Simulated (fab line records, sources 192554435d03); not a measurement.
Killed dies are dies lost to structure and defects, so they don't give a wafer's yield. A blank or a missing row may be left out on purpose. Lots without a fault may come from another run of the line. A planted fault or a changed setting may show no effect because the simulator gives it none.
Chamber matching | flow n5_finfet | N5_BEOL_M1_ETCHBACK_99 on rie_diel-01: 4 sister chambers
The step etches SiO2 in CHF3, target depth 5 nm, time 10.4 s. 8 wafers are shown with their chamber, then 7 later ones without.

WAFERS WITH THEIR CHAMBER
wafer  | chamber | showerhead_plenum_p_Torr (Torr) | oes_product_au (a.u.)
L075.6 | 0       | 2.21                            | 0.67
L076.4 | 0       | 2.21                            | 0.67
L076.5 | 3       | 2.07                            | 0.75
L077.1 | 1       | 2.16                            | 0.79
L081.5 | 2       | 2.20                            | 0.90
L081.6 | 3       | 2.07                            | 0.73
L085.2 | 2       | 2.20                            | 0.89
L085.3 | 1       | 2.15                            | 0.78

WAFERS WITHOUT THEIR CHAMBER
wafer  | showerhead_plenum_p_Torr (Torr) | oes_product_au (a.u.)
L085.6 | 2.15                            | 0.78
L087.2 | 2.20                            | 0.92
L087.4 | 2.20                            | 0.88
L087.6 | 2.20                            | 0.92
L095.2 | 2.19                            | 0.86
L095.5 | 2.06                            | 0.71
L095.6 | 2.19                            | 0.88

WHICH CHAMBER EACH WENT THROUGH
wafer  | from the rows above | in truth
L085.6 | 1                   | 1
L087.2 | 2                   | 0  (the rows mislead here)
L087.4 | 2                   | 2
L087.6 | 2                   | 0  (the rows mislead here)
L095.2 | 2                   | 2
L095.5 | 3                   | 3
L095.6 | 2                   | 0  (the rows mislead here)
Placed correctly: 4 of 7. Can't be placed from these rows: 0. Placed wrongly: 3.
How it was worked out, from the rows above alone: a wafer's distance from a chamber is the root of the sum, over the readings, of the square of ((its reading less the chamber's mean) divided by the reading's scatter). The wafer belongs to the nearest chamber; if the next one is less than 2 further off, it can't be placed. A chamber's mean is the mean of its shown wafers. The scatter: the root of (the sum of the squares of (reading less its chamber's mean) over the shown wafers, divided by (wafers less chambers)).
